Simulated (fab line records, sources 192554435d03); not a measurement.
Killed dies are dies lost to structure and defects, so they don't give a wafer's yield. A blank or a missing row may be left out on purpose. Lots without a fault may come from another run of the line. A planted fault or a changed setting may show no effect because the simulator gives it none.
fab line records | flow n5_finfet
record lots=4 wafers=12 last_day=17
route steps=1938 shown MOL_CONTACT_COAG@625 BEOL_M0_SAQP@632 BEOL_M4@1111
lots that met no fault: from a run of the same line without faults
start_h: hours from the record's first day to the start of the lot's first wafer shown | wait_h: hours since the lot's step before | " the same as in the row above | L1.1+2: a row that stands for several wafers | - no value, or no start given | * or withheld: withheld | < > ~ a bound
route shown NAME@n: a module of which the file shows steps, and the number in the route of the first | usual: mean/standard deviation of fault-free wafers | same: alike in all rows | chamber/n: place in a boat | sites: the reading at each site | _std_site: their standard deviation | _edge_site: outer sites' mean less inner sites' | radius_mm: how far each site lies from the wafer's centre | mask NAME#n: copy n | behind: the tool/chamber that last shaped the wafer | hold: why the lot was held/for how many hours/how that ended | device: the transistor (n, p or np) that didn't switch | end of line: the same wafers' tests at the end of the route | a step without rows: its recipe alone | killed: dies lost to structure and defects at the first sort, not the wafer's yield | map: a wafer's dies, x killed, . not, _ none there
set.NAME: the setting as run; set.NAME@STEP: as run at that earlier step | model.NAME: the simulator's own value behind a step, which no gauge read
lots at some steps of the route; a table a step, a row a wafer
services: from which hour (start_h, from the record's first day; less than 0 if before it) a tool's chamber was out of use, for how many hours, and why
## steps
# step N5_MOL_CONTACT_COAG_PRECLEAN_127
# recipe chemistry=DIW time_s=57.5 temp_c=23
# step N5_MOL_CONTACT_COAG_SRD_128
# recipe dry_time_s=32 dry=n2_spin spin_rpm=1500
# step N5_MOL_CONTACT_COAG_CMP_52
# recipe stop_on=SiO2 t_overpolish_s=1.5 post_cmp_clean=w_dilute_nh4oh down_force_psi=4 platen_rpm=50.289 pad_velocity_m_s=1.0006 target_thk_nm=66.5
# step N5_MOL_CONTACT_COAG_ANNEAL_112
# recipe temp_c=400 time_s=1800 ambient=HPD2 pressure_atm=10
# step N5_BEOL_M0_SAQP_PECVD_00
# recipe material=SiCN target_thk_a=80 temp_c=withheld precursor=3MS/NH3 pressure_torr=3 rf_w=202 time_s=14
# step N5_BEOL_M0_SAQP_ILD_DEP_01
# recipe material=SiOC target_thk_a=454.19 temp_c=350 precursor=DEMS/O2 pressure_torr=5 rf_w=500 time_s=8.7
# step N5_BEOL_M0_SAQP_HM_DEP_02
# recipe material=TiN target_thk_a=120 temp_c=25 chamber_pressure_pa=0.49996
# step N5_BEOL_M0_SAQP_PECVD_03
# recipe material=SiCN target_thk_a=120 temp_c=withheld precursor=3MS/NH3 pressure_torr=3 rf_w=202 time_s=21.1
# step N5_BEOL_M0_SAQP_PECVD_96
# recipe material=a-Si target_thk_a=450 temp_c=350 precursor=SiH4/He pressure_torr=3 rf_w=100 time_s=45.2
# step N5_BEOL_M0_SAQP_PECVD_97
# recipe material=SiNx target_thk_a=230 temp_c=350 precursor=SiH4/NH3/N2 pressure_torr=1.5 rf_w=300 time_s=19.9
# usual heater_power_w=595/54 showerhead_plenum_p_Torr=5.14/0.057 showerhead_vpp_V=1043/49 throttle_valve_pct=40.1/2.2
# columns lot.wafer tool chamber start_h wait_h heater_power_w showerhead_plenum_p_Torr showerhead_vpp_V throttle_valve_pct model.SiNx_of_BEOL_M0_SAQP_PECVD_97.thk_nm
L624.2 pecvd-01 1 150.11 0.0 583 5.05 1065 40.0 22.6
L624.5 " 0 " " 566 5.17 1071 39.6 23
L624.6 " 2 " " 543 5.19 1015 41.2 23
L628.1 pecvd-01 0 175.60 0.0 585 5.16 1061 39.9 12.6
L628.5 " 1 " " 704 5.05 1069 39.9 12.6
L628.6 " 2 " " 552 5.21 1027 40.9 12.4
L632.2 pecvd-01 2 195.16 0.0 633 5.21 1035 41.3 12.6
L632.3 " 0 " " 588 5.16 1080 39.9 12.6
L632.6 " 2 " " 639 5.21 1019 41.1 13
L637.1 pecvd-03 0 226.47 0.0 678 5.11 1077 39.9 22.6
L637.4 " 2 " " 708 5.13 1129 35.1 23
L637.6 " 1 " " 618 5.13 942 42.1 22.8
# step N5_BEOL_M0_SAQP_PECVD_04
# recipe material=a-Si target_thk_a=600 temp_c=350 precursor=SiH4/He pressure_torr=3 rf_w=100 time_s=60.2
# step N5_BEOL_M0_SAQP_HM_DEP_111
# recipe material=SiO2 target_thk_a=120 temp_c=400 precursor=SiH4/N2O pressure_torr=0.75 rf_w=275 time_s=7.2
# step N5_BEOL_M0_SAQP_COAT_81
# recipe resist=SOC temp_c=250 time_s=60 spin_rpm=1500 resist_thk_nm=100
# step N5_BEOL_M0_SAQP_COAT_82
# recipe resist=SiARC temp_c=220 time_s=60 spin_rpm=1500 resist_thk_nm=30
# step N5_BEOL_M0_SAQP_COAT_08
# recipe resist=CAR-ArF spin_rpm=1500 resist_thk_nm=90
# step N5_BEOL_M0_SAQP_EBR_10
# recipe solvent=PGMEA ebr_width_mm=1.5
# step N5_BEOL_M0_SAQP_SOFTBAKE_09
# recipe temp_c=110 time_s=60 resist=CAR-ArF
# step N5_BEOL_M0_SAQP_EXPOSE_11
# recipe mask_id=M0_CORE na=1.35 source_shape=dipole sigma_inner=0.538 sigma_outer=0.738 polarization=te target_cd_nm=42 dose_mj=55
# step N5_BEOL_M0_SAQP_PEB_12
# recipe peb_temp_c=withheld peb_time_s=60 resist=CAR-ArF
# step N5_BEOL_M0_SAQP_DEVELOP_13
# recipe develop_time_s=30 developer=TMAH resist=CAR-ArF dev_temp_c=23 rinse_liquid=diw dry=air_spin
# step N5_BEOL_M0_SAQP_DESCUM_19
# recipe chemistry=O2 time_s=7.9 source_power_w=50 bias_power_w=20 pressure_mtorr=20 rf_frequency_hz=2.712e+07 temp_c=40 resist=CAR-ArF o2_flow_sccm=225
# step N5_BEOL_M0_SAQP_ETCH_83
# recipe chemistry=CF4 target=SiARC target_depth_a=390 mask_material=CAR-ArF time_s=65 ion_energy_ev=80 pressure_mtorr=40 source_w=545 bias_w=36 Ar_flow_sccm=100 cf4_flow_sccm=100 ends=cleared
# step N5_BEOL_M0_SAQP_ETCH_84
# recipe chemistry=N2/H2 target=SOC target_depth_a=1000 overetch_a=200 mask_material=SiARC temp_c=40 time_s=150 ion_energy_ev=200 pressure_mtorr=30 source_w=840 bias_w=150 n2_flow_sccm=200 h2_flow_sccm=200
# step N5_BEOL_M0_SAQP_STRIP_80
# recipe chemistry=N2/H2 temp_c=40 n2_flow_sccm=200 h2_flow_sccm=200 rf_frequency_hz=6e+07
# step N5_BEOL_M0_SAQP_HM_OPEN_112
# recipe chemistry=CHF3/O2 target=SiO2 stop_on=a-Si target_depth_a=120 over_etch_frac=1.25 mask_material=SOC time_s=13.5 pressure_mtorr=30 source_w=650 bias_w=170 Ar_flow_sccm=200 CHF3_flow_sccm=50 O2_flow_sccm=5 ion_energy_ev=200 ends=end_point
# step N5_BEOL_M0_SAQP_STRIP_113
# recipe chemistry=CHF3/O2 resist=SiARC rf_frequency_hz=6e+07
# step N5_BEOL_M0_SAQP_MANDREL_ETCH_20
# recipe target_depth_a=600 chemistry=HBr/Cl2 target=a-Si stop_on=SiNx bt_time_s=10 mask_material=SOC over_etch_frac=0.5 time_s=30 pressure_mtorr=10 icp_w=800 bias_w=75 HBr_flow_sccm=150 Cl2_flow_sccm=80 ends=end_point
# step N5_BEOL_M0_SAQP_STRIP_86
# recipe chemistry=N2/H2 power_w=500 temp_c=40 pressure_mtorr=50 rf_frequency_hz=6e+07 overash_fraction=0.3 bias_power_w=28 h2_frac=0.5 n2_flow_sccm=300 h2_flow_sccm=300
# step N5_BEOL_M0_SAQP_STRIP_115
# recipe chemistry=post_etch_residue_remover time_s=60 temp_c=25 remover_ph=withheld remover_water_wt_pct=withheld remover_fluoride_wt_pct=withheld
# step N5_BEOL_M0_SAQP_SRD_93
# recipe dry=ipa_marangoni time_s=30 temp_c=23 rinse_liquid=diw
# step N5_BEOL_M0_SAQP_RECESS_114
# recipe chemistry=HF/NH3 target=SiO2 target_depth_a=144 afs_cycles=3 temp_c=30 sublimation_temp_c=180 sublimation_time_s=60
# step N5_BEOL_M0_SAQP_SPACER1_ALD_98
# recipe material=SiO2 target_thk_a=128 temp_c=300 ald_precursor_family=BDEAS ald_co_reactant=O2-plasma pulse_time_s=1 purge_time_s=2 co_reactant_purge_time_s=2 ald_cycles=138 pressure_torr=2
# step N5_BEOL_M0_SAQP_SPACER1_ETCHBACK_99
# recipe chemistry=CHF3/O2 mode=anisotropic_etchback target=SiO2 target_depth_a=154 time_s=7.7 pressure_mtorr=30 source_w=650 bias_w=170 Ar_flow_sccm=200 CHF3_flow_sccm=50 O2_flow_sccm=5 ion_energy_ev=200
# step N5_BEOL_M0_SAQP_MANDREL1_REMOVE_100
# recipe chemistry=HBr/Cl2/O2 bt_time_s=10 target=a-Si stop_on=SiNx endpoint=OES-SiCl over_etch_frac=0.85 icp_w=600 bias_w=30 HBr_flow_sccm=150 Cl2_flow_sccm=80 O2_flow_sccm=5 pressure_mtorr=10
# step N5_BEOL_M0_SAQP_ETCH_106
# recipe chemistry=N2/H2 target=SOC target_depth_a=1500 stop_on=SiNx ion_energy_ev=100 bias_w=61 pressure_mtorr=30 source_w=850 n2_flow_sccm=200 h2_flow_sccm=200
# usual drypump_motor_current_A=5.8/0.51 oes_product_au=0.79/0.075 rf_vpp_V=240.9/1.5 showerhead_plenum_p_Torr=2.56/0.095 throttle_valve_pct=17.94/0.24
# columns lot.wafer tool chamber start_h wait_h drypump_motor_current_A oes_product_au rf_hours_counter_h rf_vpp_V showerhead_plenum_p_Torr throttle_valve_pct model.SiNx_of_BEOL_M0_SAQP_PECVD_97.thk_nm
L624.2 rie_diel-06 1 154.74 - 6.3 0.76 143 241.7 2.67 18.41 15.2
L624.5 " 2 " " 5.5 0.71 - 238.0 2.40 17.99 15
L624.6 " 3 " " 5.9 0.83 - 239.6 2.48 17.83 15.4
L628.1 rie_diel-05 2 179.24 - 5.1 0.87 40 240.6 2.50 18.06 5
L628.5 " 0 " " 6.8 0.81 - 241.3 2.67 17.61 4.8
L628.6 " 1 " " 5.4 0.76 - 240.9 2.43 17.69 4.6
L632.2 rie_diel-05 3 198.24 - 5.1 0.96 3 242.1 2.72 17.73 5
L632.3 " 2 " " 5.1 0.86 49 240.8 2.49 18.09 4.8
L632.6 " 2 " " 5.1 0.85 - 241.2 2.49 18.08 5
L637.1 rie_diel-05 2 229.35 - 5.1 0.84 58 239.7 2.49 18.11 14.6
L637.4 " 1 " " 5.4 0.75 151 239.6 2.43 17.71 15.4
L637.6 " 3 " " 5.1 0.92 - 242.9 2.72 17.76 15
# step N5_BEOL_M4_RC_MEAS_101
# usual DIBL_N=36.1/1.6 DIBL_P=35.8/2.1 IOFF_N=0.16/0.031 IOFF_P=0.21/0.034 ION_N=673/12 ION_P=461/7.2 SS_N=71.4/0.59 SS_P=73.3/0.63 VT_N=250/3.1 VT_P=-250/3.3
# columns lot.wafer tool chamber start_h wait_h DIBL_N[mV/V] DIBL_P[mV/V] IOFF_N[nA/um] IOFF_P[nA/um] ION_N[uA/um] ION_P[uA/um] SS_N[mV/dec] SS_P[mV/dec] VT_N[mV] VT_P[mV]
L624.2 prober-01 0 215.25 0.2 34.8 33.4 0.13 0.20 667 463 71.3 72.9 250 -247
L624.5 " 0 " " 34.0 33.0 0.12 0.19 668 463 71.0 73.3 251 -250
L624.6 " 0 " " 36.1 33.9 0.15 0.21 686 467 71.6 73.0 249 -247
L628.1 prober-01 0 246.05 0.0 35.5 36.0 0.16 0.21 678 464 71.0 72.8 249 -250
L628.5 " 0 " " 35.3 35.9 0.16 0.21 677 470 70.7 73.3 248 -251
L628.6 " 0 " " 33.9 34.3 0.13 0.19 677 466 70.7 73.5 251 -250
L632.2 prober-01 0 259.82 0.2 37.1 37.5 0.19 0.23 676 464 71.8 73.4 250 -248
L632.3 " 0 " " 32.4 31.9 0.11 0.15 649 451 69.9 72.0 253 -254
L632.6 " 0 " " 36.4 36.3 0.17 0.22 679 468 71.4 73.4 249 -251
L637.1 prober-02 0 295.03 0.0 36.1 36.2 0.17 0.25 675 465 72.4 74.2 247 -245
L637.4 " 0 " " 35.5 35.8 0.16 0.23 671 468 71.3 74.2 248 -247
L637.6 " 0 " " 36.2 37.0 0.16 0.25 672 470 71.8 73.3 250 -246
## services
# columns tool chamber start_h hours kind
pecvd-03 2 127.03 15.7 repair
pecvd-01 0 131.43 10.7 repair
rie_diel-05 1 140.23 4.2 repair
rie_diel-05 0 144.19 3.1 repair
pecvd-03 1 158.18 2.1 scheduled_down
rie_diel-06 1 171.06 6.3 repair
rie_diel-05 3 172.48 - clean
rie_diel-05 3 172.48 - consumable_replace:focus_ring
rie_diel-05 3 172.48 - consumable_replace:showerhead
rie_diel-05 3 172.48 17.5 scheduled_down
rie_diel-05 3 172.48 17.5 vent_cycle
rie_diel-05 1 185.48 11.0 repair
rie_diel-06 0 198.60 - clean
rie_diel-06 0 198.60 - consumable_replace:focus_ring
rie_diel-06 0 198.60 18.2 scheduled_down
rie_diel-06 0 198.60 18.2 vent_cycle
pecvd-01 2 202.40 - clean
pecvd-01 2 202.40 - consumable_replace:showerhead
pecvd-01 2 202.40 29.0 scheduled_down
pecvd-01 2 202.40 29.0 vent_cycle
rie_diel-06 2 216.82 - clean
rie_diel-06 2 216.82 - consumable_replace:focus_ring
rie_diel-06 2 216.82 - consumable_replace:showerhead
pecvd-03 1 218.34 4.4 repair
## key
first_sign none at tools or gauges
model_effect step=N5_BEOL_M0_SAQP_PECVD_97 value=SiNx_of_BEOL_M0_SAQP_PECVD_97.thk_nm without=22.73 struck=12.63
model_effect step=N5_BEOL_M0_SAQP_ETCH_106 value=SiNx_of_BEOL_M0_SAQP_PECVD_97.thk_nm without=14.93 struck=4.867
met_at N5_BEOL_M0_SAQP_PECVD_97
struck_wafers L628.1,L628.5,L628.6,L632.2,L632.3,L632.6
onset_between 150.11 175.60
fault kind=process_parameter_drift tool=pecvd-01 chamber=- onset_h=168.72 steps=N5_BEOL_M0_SAQP_PECVD_97 channel=time_s offset=* shape=step end_h=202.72 acts_in=* stated=*
